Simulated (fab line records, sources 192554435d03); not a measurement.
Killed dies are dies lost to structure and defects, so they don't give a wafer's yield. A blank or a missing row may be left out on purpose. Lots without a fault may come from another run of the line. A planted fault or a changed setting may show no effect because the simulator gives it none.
Split-lot experiment | flow n5_finfet | 7 lots, 39 wafers read, on a route of 1938 steps

THE SPLIT
At N5_WELL_APT_IMPLANT_14, the setting energy_kev was moved away from the recipe's 160 on 15 of the 39 wafers read, by -6.2% to +9.6%. The other wafers ran this setting at the recipe's value.

The reading is taken at the split's own step.

THE READING
implant.drp_nm (the simulator's own value, which no gauge read), in nm, at N5_WELL_APT_IMPLANT_14. The file gives no usual value for it.

wafer  | tool, chamber at the split | energy_kev as run | against the recipe | implant.drp_nm, nm | against lot-mates on the recipe
L074.1 | implanter-02, 0            | 154.5             | -3.4%              | 64.21              | -1.69
L074.5 | implanter-02, 0            | 154.5             | -3.4%              | 64.21              | -1.69
L074.6 | implanter-02, 0            | 154.5             | -3.4%              | 64.21              | -1.69
L074.2 | implanter-02, 0            | 160               | recipe             | 65.9               | -
L074.3 | implanter-02, 0            | 160               | recipe             | 65.9               | -
L074.4 | implanter-02, 0            | 160               | recipe             | 65.9               | -
L078.1 | implanter-02, 0            | 160               | recipe             | 65.9               | -
L078.2 | implanter-02, 0            | 160               | recipe             | 65.9               | -
L078.4 | implanter-02, 0            | 160               | recipe             | 65.9               | -
L078.3 | implanter-02, 0            | 175.4             | +9.6%              | 70.53              | +4.63
L078.5 | implanter-02, 0            | 175.4             | +9.6%              | 70.53              | +4.63
L078.6 | implanter-02, 0            | 175.4             | +9.6%              | 70.53              | +4.63
L081.1 | implanter-01, 0            | 154.8             | -3.2%              | 64.31              | -1.59
L081.2 | implanter-01, 0            | 154.8             | -3.2%              | 64.31              | -1.59
L081.6 | implanter-01, 0            | 154.8             | -3.2%              | 64.31              | -1.59
L081.3 | implanter-01, 0            | 160               | recipe             | 65.9               | -
L081.4 | implanter-01, 0            | 160               | recipe             | 65.9               | -
L081.5 | implanter-01, 0            | 160               | recipe             | 65.9               | -
L086.2 | implanter-01, 0            | 160               | recipe             | 65.9               | -
L086.5 | implanter-01, 0            | 160               | recipe             | 65.9               | -
L086.6 | implanter-01, 0            | 160               | recipe             | 65.9               | -
L088.1 | implanter-02, 0            | 160               | recipe             | 65.9               | -
L088.2 | implanter-02, 0            | 160               | recipe             | 65.9               | -
L088.3 | implanter-02, 0            | 160               | recipe             | 65.9               | -
L088.4 | implanter-02, 0            | 160               | recipe             | 65.9               | -
L088.5 | implanter-02, 0            | 160               | recipe             | 65.9               | -
L088.6 | implanter-02, 0            | 160               | recipe             | 65.9               | -
L095.1 | implanter-01, 0            | 154.5             | -3.4%              | 64.21              | -1.69
L095.5 | implanter-01, 0            | 154.5             | -3.4%              | 64.21              | -1.69
L095.6 | implanter-01, 0            | 154.5             | -3.4%              | 64.21              | -1.69
L095.2 | implanter-01, 0            | 160               | recipe             | 65.9               | -
L095.3 | implanter-01, 0            | 160               | recipe             | 65.9               | -
L095.4 | implanter-01, 0            | 160               | recipe             | 65.9               | -
L096.1 | implanter-01, 0            | 150               | -6.2%              | 62.8               | -3.10
L096.2 | implanter-01, 0            | 150               | -6.2%              | 62.8               | -3.10
L096.5 | implanter-01, 0            | 150               | -6.2%              | 62.8               | -3.10
L096.3 | implanter-01, 0            | 160               | recipe             | 65.9               | -
L096.4 | implanter-01, 0            | 160               | recipe             | 65.9               | -
L096.6 | implanter-01, 0            | 160               | recipe             | 65.9               | -

THE FIT
A straight line over all 39 wafers: implant.drp_nm changes by +0.486 nm for each +1% of energy_kev; r = +1.00; the points scatter about the line by 0.02 nm.
The same after taking each lot's own level away (the mean of its wafers on the recipe; 39 wafers): +0.486 nm for each +1%; r = +1.00; scatter 0.02 nm.
On that fit, the largest move of energy_kev shifts the reading by 4.7 nm.
The lots' own levels span 65.900 to 65.900 nm.
So the lot-to-lot level changes the slope little: the two slopes agree.
Check: with one of the wafers moved furthest among these (+9.6%) left out of the fit, the line predicts +4.68 nm for it against its lot-mates. It came out at +4.63 nm against them.

THE WHOLE CHAIN: every reading that the file lists as answering this split, in the file's order
step                   | what it does | reading                                                         | change (the file's fit)               | r (the file's)
N5_WELL_APT_IMPLANT_14 |              | implant.rp_nm (the simulator's own value, which no gauge read)  | +2.07 nm for each +1% of the setting  | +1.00
N5_WELL_APT_IMPLANT_14 |              | implant.drp_nm (the simulator's own value, which no gauge read) | +0.487 nm for each +1% of the setting | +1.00

THE FILE'S OWN FIT
implant.drp_nm changes by +0.487 nm for each +1% of energy_kev, r = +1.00.
